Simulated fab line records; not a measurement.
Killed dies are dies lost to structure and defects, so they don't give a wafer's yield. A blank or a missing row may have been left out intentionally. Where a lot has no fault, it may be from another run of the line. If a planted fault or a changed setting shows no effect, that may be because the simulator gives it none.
fab line records    flow nandHarc
record: lots: 6  wafers: 18  lastDay: 25
route steps=1159 shown A_WL_FILL@817 END@1159
lots that met no fault: from a run of the same line without faults
startH: hours from the record's first day to the start of the lot's first wafer shown    waitH: hours elapsed since this lot's preceding step    " same as the row above    L1.1+2: a single row standing in for several wafers    - either no value or no given start    * or withheld: withheld    < > ~ a bound
route shown NAME@n: names a module that has steps shown in the file, with the first one's number in the route    usual: mean and standard deviation over wafers with no fault    same: alike in all rows    chamber/n: place in a boat    sites: per-site readings    _std_site: standard deviation of those values    _edge_site: the outer-site mean with the inner-site mean subtracted    radiusMm: for every site, how far away it sits from the centre of the wafer    mask NAME#n: copy n    behind: the tool/chamber that last shaped the wafer    hold: why the lot went on hold/how many hours it stayed there/how the hold came to an end    device: the transistor (n, p or np) that didn't switch    end of line: tests of these same wafers at the route's end    a step given without rows: its recipe and nothing more    killed: the dies lost at the first sort to structure and to defects; this is not the yield of the wafer    map: per-die view of a wafer (x killed, . not killed, _ where there is no die)
set.NAME: the run value of the setting; set.NAME@STEP: its run value at that earlier step    model.NAME: the simulator's own value behind a step, which no gauge read
lots seen at some steps along the route; tables by step, rows by wafer
services: when a tool's chamber went out of use (startH, in hours from the record's first day, below 0 if earlier), for how many hours, and the reason
== steps ==
step: NHARC_A_WL_FILL_STRIP_28
recipe: timeS: 1200  tempC: 72.5  chemistry: postEtchResidueRemover
step: NHARC_A_WL_FILL_PRECLEAN_06
recipe: timeS: 300  chemistry: DIW
step: NHARC_A_WL_FILL_SRD_07
step: NHARC_A_WL_FILL_ANNEAL_08
recipe: tempC: 450  timeS: 1800
step: NHARC_A_WL_FILL_ALD_10
recipe: targetThkA: 500  pulseTimeS: 10  aldCycles: 500  tempC: 300  material: SiO2
usual: heaterPowerW: 464/62  precursorPulseHeightRel: 1.001/0.02  susceptorTempC: 300.01/0.19
lot.wafer  tool      chamber  startH  waitH  heaterPowerW  precursorPulseHeightRel  susceptorTempC
L593.2     aldHk-02  0        345.41  0.6    510           0.991                    299.78
L593.1     "         2        346.45  1.6    452           0.970                    300.15
L593.6     "         0        347.48  2.6    517           0.956                    299.80
L600.1     aldHk-01  0        383.65  0.6    353           1.015                    299.92
L600.3     "         2        384.67  1.6    399           0.976                    300.01
L600.5     "         3        "       "      477           0.954                    299.95
L601.3     aldHk-04  0        398.91  0.1    458           1.002                    -
L601.4     "         1        "       "      445           1.003                    -
L601.5     "         1        401.43  2.6    439           1.045                    -
L606.3     aldHk-04  3        414.19  0.1    439           1.023                    300.11
L606.1     "         2        415.72  1.6    483           1.002                    300.08
L606.6     "         3        "       "      444           1.005                    299.86
L614.2     aldHk-01  1        495.15  0.1    549           0.976                    300.10
L614.4     "         0        496.68  1.6    334           0.985                    300.10
L614.6     "         2        497.69  2.6    396           0.986                    300.05
L615.1     aldHk-04  1        495.15  0.1    434           1.007                    299.93
L615.3     "         0        498.22  3.1    466           0.994                    300.11
L615.6     "         2        500.26  5.2    464           0.978                    299.97
step: NHARC_A_WL_FILL_ETCHBACK_16
recipe: targetDepthA: 880  timeS: 17.6  c4f8FlowSccm: withheld  o2FlowSccm: 8  arFlowSccm: withheld  rfW: 600  biasW: 800  chemistry: C4F8/O2/Ar
usual: oesProductAu: 0.97/0.034  rfVppV: 724/4.2
same: timeS: 17.6
lot.wafer  tool        chamber  startH  waitH  oesProductAu  rfHoursCounterH  rfVppV
L593.2     rieDiel-10  3        -       -      0.93          3.7              723
L593.1     "           0        "       "      0.92          3.8              724
L593.6     "           2        "       "      0.92          -                717
L600.1     rieDiel-09  3        -       -      1.00          4.6              722
L600.3     "           0        "       "      0.99          4.0              728
L600.5     "           3        "       "      1.01          -                722
L601.3     rieDiel-09  3        -       -      0.94          5.0              723
L601.4     "           1        "       "      0.91          6.0              721
L601.5     "           3        "       "      0.93          -                723
L606.1     rieDiel-10  0        -       -      0.98          1.2              724
L606.3     "           2        "       "      0.97          1.2              718
L606.6     "           0        "       "      1.00          -                726
L614.2     rieDiel-10  3        -       -      0.93          2.9              725
L614.4     "           1        "       "      0.92          2.7              730
L614.6     "           3        "       "      0.93          -                724
L615.1     rieDiel-10  1        -       -      0.92          2.7              732
L615.3     "           2        "       "      0.92          2.9              719
L615.6     "           1        "       "      0.93          -                731
step: NHARC_A_WL_FILL_STRIP_29
recipe: timeS: 20  o2FlowSccm: 500  arFlowSccm: 0  biasW: 0  chemistry: O2
usual: drypumpMotorCurrentA: 6.0/0.32  oesProductAu: 0.998/0.012  rfVppV: 57.7/0.89  showerheadPlenumPTorr: 3.54/0.14  throttleValvePct: 17.035/0.009
same: timeS: 20
lot.wafer  tool        chamber  startH  waitH  drypumpMotorCurrentA  oesProductAu  rfHoursCounterH  rfVppV  showerheadPlenumPTorr  throttleValvePct
L593.1     rieDiel-10  2        349.64  0.1    6.0                   0.983         3.8              57.7    3.36                   17.024
L593.2     "           3        "       "      6.2                   1.015         3.7              59.4    3.53                   17.029
L593.6     "           2        "       "      6.0                   0.993         -                57.3    3.36                   17.033
L600.1     rieDiel-09  2        387.87  0.1    5.5                   1.001         5.7              57.2    3.42                   17.037
L600.3     "           1        "       "      5.4                   0.990         5.7              57.2    3.46                   17.041
L600.5     "           2        "       "      5.5                   0.998         -                56.3    3.42                   17.037
L601.4     rieDiel-09  3        403.59  0.1    6.3                   1.006         5.1              58.7    3.50                   17.031
L601.3     "           0        "       "      6.4                   0.999         4.4              58.9    3.70                   17.039
L601.5     "           1        "       "      5.5                   0.983         -                57.2    3.46                   17.026
L606.3     rieDiel-10  3        418.91  0.1    6.2                   1.017         1.3              57.7    3.53                   17.034
L606.1     "           1        "       "      5.8                   1.002         1.2              59.2    3.80                   17.044
L606.6     "           3        "       "      6.2                   1.006         -                57.3    3.53                   17.047
L614.4     rieDiel-10  0        499.84  0.1    6.1                   0.999         2.9              57.0    3.55                   17.044
L614.2     "           1        "       "      5.7                   0.987         2.7              58.5    3.79                   17.039
L614.6     "           1        "       "      5.7                   0.988         -                58.5    3.80                   17.026
L615.3     rieDiel-10  1        502.95  0.1    5.7                   0.990         2.7              58.6    3.79                   17.046
L615.1     "           2        "       "      6.0                   0.985         3.0              57.4    3.36                   17.017
L615.6     "           3        "       "      6.2                   1.009         -                58.1    3.53                   17.021
step: NHARC_A_WL_FILL_ETCHBACK_17
recipe: targetDepthA: 40  timeS: 26.7  chemistry: Cl2/BCl3
usual: drypumpMotorCurrentA: 6.1/0.32  oesProductAu: 1.000/0.0087
same: timeS: 26.7
lot.wafer  tool         chamber  startH  waitH  drypumpMotorCurrentA  oesProductAu  rfHoursCounterH
L593.1     rieMetal-03  0        349.72  -      5.8                   1.003         1.5
L593.2     "            0        "       "      5.8                   1.008         -
L593.6     "            0        "       "      5.8                   1.016         -
L600.1     rieMetal-02  1        387.95  -      6.5                   1.003         4.2
L600.3     "            1        "       "      6.4                   1.009         -
L600.5     "            0        "       "      5.8                   0.991         -
L601.3     rieMetal-02  1        403.71  -      6.4                   1.000         -
L601.4     "            0        "       "      5.8                   0.995         -
L601.5     "            0        "       "      5.8                   0.992         -
L606.1     rieMetal-02  1        419.00  -      6.4                   1.002         0.5
L606.3     "            0        "       "      5.8                   0.992         -
L606.6     "            0        "       "      5.8                   1.002         -
L614.2     rieMetal-03  0        499.95  -      5.8                   1.000         1.0
L614.4     "            0        "       "      5.8                   0.991         -
L614.6     "            0        "       "      5.8                   0.994         -
L615.1     rieMetal-01  0        503.03  -      6.6                   0.999         5.7
L615.3     "            0        "       "      6.6                   1.004         -
L615.6     "            0        "       "      6.6                   1.004         -
step: NHARC_A_WL_FILL_PRECLEAN_18
recipe: timeS: 30  chemistry: dHF
step: NHARC_A_WL_FILL_SRD_21
step: NHARC_A_WL_FILL_CVD_23
recipe: targetThkA: 400  tempC: 620  pressureMtorr: 200  timeS: 800  material: poly-Si
step: NHARC_A_WL_FILL_ETCHBACK_26
recipe: targetDepthA: 520  timeS: 13.3  hbrFlowSccm: 150  rfW: 350  icpW: 350  biasW: 60  chemistry: HBr
usual: drypumpMotorCurrentA: 5.9/0.56  oesProductAu: 1.000/0.01  throttleValvePct: 23.265/0.0098
same: timeS: 13.3
lot.wafer  tool      chamber  startH  waitH  drypumpMotorCurrentA  oesProductAu  rfHoursCounterH  throttleValvePct
L593.2     rieSi-04  1        355.13  0.4    4.8                   1.003         0.5              23.268
L593.1     "         2        "       "      5.7                   0.991         0.5              23.269
L593.6     "         0        "       "      6.1                   0.996         -                23.257
L600.1     rieSi-01  3        393.40  0.4    6.4                   0.991         0.5              23.275
L600.3     "         0        "       "      6.6                   0.992         0.6              23.275
L600.5     "         2        "       "      5.6                   0.991         -                23.264
L601.4     rieSi-01  2        409.13  0.4    5.6                   0.996         0.5              23.247
L601.3     "         3        "       "      6.4                   0.994         0.6              23.266
L601.5     "         0        "       "      6.6                   1.198         -                23.252
L606.1     rieSi-01  0        424.37  0.4    6.7                   1.184         0.8              23.268
L606.3     "         2        "       "      5.6                   1.000         0.6              23.267
L606.6     "         3        "       "      6.4                   0.983         -                23.270
L614.2     rieSi-04  3        505.02  0.4    5.5                   0.992         0.3              23.264
L614.4     "         0        "       "      6.1                   1.007         0.4              23.263
L614.6     "         1        "       "      4.8                   0.986         -                23.252
L615.1     rieSi-04  1        508.43  0.4    4.9                   0.983         0.4              23.263
L615.3     "         0        "       "      6.1                   1.004         0.4              23.268
L615.6     "         2        "       "      5.7                   1.006         -                23.277
step: NHARC_A_WL_FILL_PRECLEAN_30
recipe: timeS: 10  chemistry: dHF
step: NHARC_END_SORT_01
recipe: tempC: 25
usual: killedAtArray: 28/11  killedAtOther: 0.7/1.1  killedAtPeriphery: 2.9/2  killedDies: 32/11  killedOpen: 3.2/1.8  killedShort: 2.0/1.4
same: grossDies: 677
lot.wafer  tool       chamber  startH  waitH  killedAtArray  killedAtOther  killedAtPeriphery  killedDies  killedOpen  killedShort
L606.1     prober-01  0        508.08  2.5    29             0              2                  31          8           2
L606.3     prober-01  0        509.67  3.1    33             1              3                  37          4           1
L606.6     prober-01  0        512.05  4.0    34             0              4                  38          5           2
killed by level:class
L606.1 A_SLIT:chamberFilmFlake=9 A_CHANNEL_HOLE_D1:chamberFilmFlake=5 A_ONON_D1:geometricParticle:open=4 A_CONTACT:chamberFilmFlake=3 A_ONON_D1:geometricParticle:short=2 A_CONTACT:geometricParticle:open=2 A_STAIRCASE:chamberFilmFlake=2 P_GATE:geometricParticle:open=1
L606.3 A_SLIT:chamberFilmFlake=15 A_CONTACT:chamberFilmFlake=4 A_STAIRCASE:chamberFilmFlake=3 A_CHANNEL_HOLE_D1:chamberFilmFlake=2 A_CONTACT:geometricParticle:open=2 A_WL_FILL:chamberFilmFlake=2 A_M1:chamberFilmFlake=2 P_M1:geometricParticle:open=1
L606.6 A_SLIT:chamberFilmFlake=13 A_CHANNEL_HOLE_D1:chamberFilmFlake=6 A_CONTACT:chamberFilmFlake=6 A_STAIRCASE:chamberFilmFlake=3 P_M0:geometricParticle:open=1 P_M1:geometricParticle:short=1 A_ONON_D1:geometricParticle:open=1 A_SGD_CUT:geometricParticle:open=1
== services ==
tool         chamber  startH  hours  kind
rieDiel-09   -        329.72  0.4    repair
rieSi-01     2        338.03  4.5    repair
rieDiel-09   0        342.52  5.1    repair
rieMetal-03  1        348.08  4.5    repair
rieDiel-10   -        353.50  9.0    pm
rieSi-01     2        358.77  4.3    repair
rieDiel-09   0        372.51  3.0    repair
rieDiel-10   0        372.66  6.3    repair
rieMetal-02  -        388.07  9.0    pm
rieDiel-09   -        390.25  0.7    repair
rieDiel-10   -        392.80  0.1    repair
rieDiel-09   3        404.75  5.5    repair
rieSi-04     1        427.59  9.2    repair
rieDiel-09   -        431.10  9.0    pm
rieMetal-03  -        453.00  9.0    pm
rieSi-04     -        453.00  9.0    pm
rieDiel-10   -        457.48  0.5    repair
aldHk-04     -        459.23  1.3    repair
rieMetal-02  0        462.85  13.4   repair
aldHk-01     -        469.13  1.0    repair
rieDiel-09   1        472.46  2.5    repair
rieSi-01     -        481.00  9.0    pm
aldHk-01     -        488.98  0.7    repair
rieDiel-10   2        504.86  2.8    repair
== key ==
firstSign: step: NHARC_A_WL_FILL_ETCHBACK_26  reading: oesProductAu  direction: up  sigmas: 18  usual: 1.000  struck: 1.191
effect none on later readings
metAt NHARC_A_WL_FILL_ETCHBACK_26
struckWafers L601.5,L606.1
testerLeftOut L601,L606
onsetBetween 393.40 409.13
fault: kind: processParameterDrift  tool: rieSi-01  chamber: 0  onsetH: 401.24  steps: NHARC_A_WL_FILL_ETCHBACK_26  channel: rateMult  offset: 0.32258  shape: step  endH: 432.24
testerLeftOut: of these lots the tester's yield and bins aren't shown, on N5 and GAA mostly nor the transistor test; their killed dies are dies lost to structure and defects alone, not to doping, threshold or leakage, so they don't give the yield
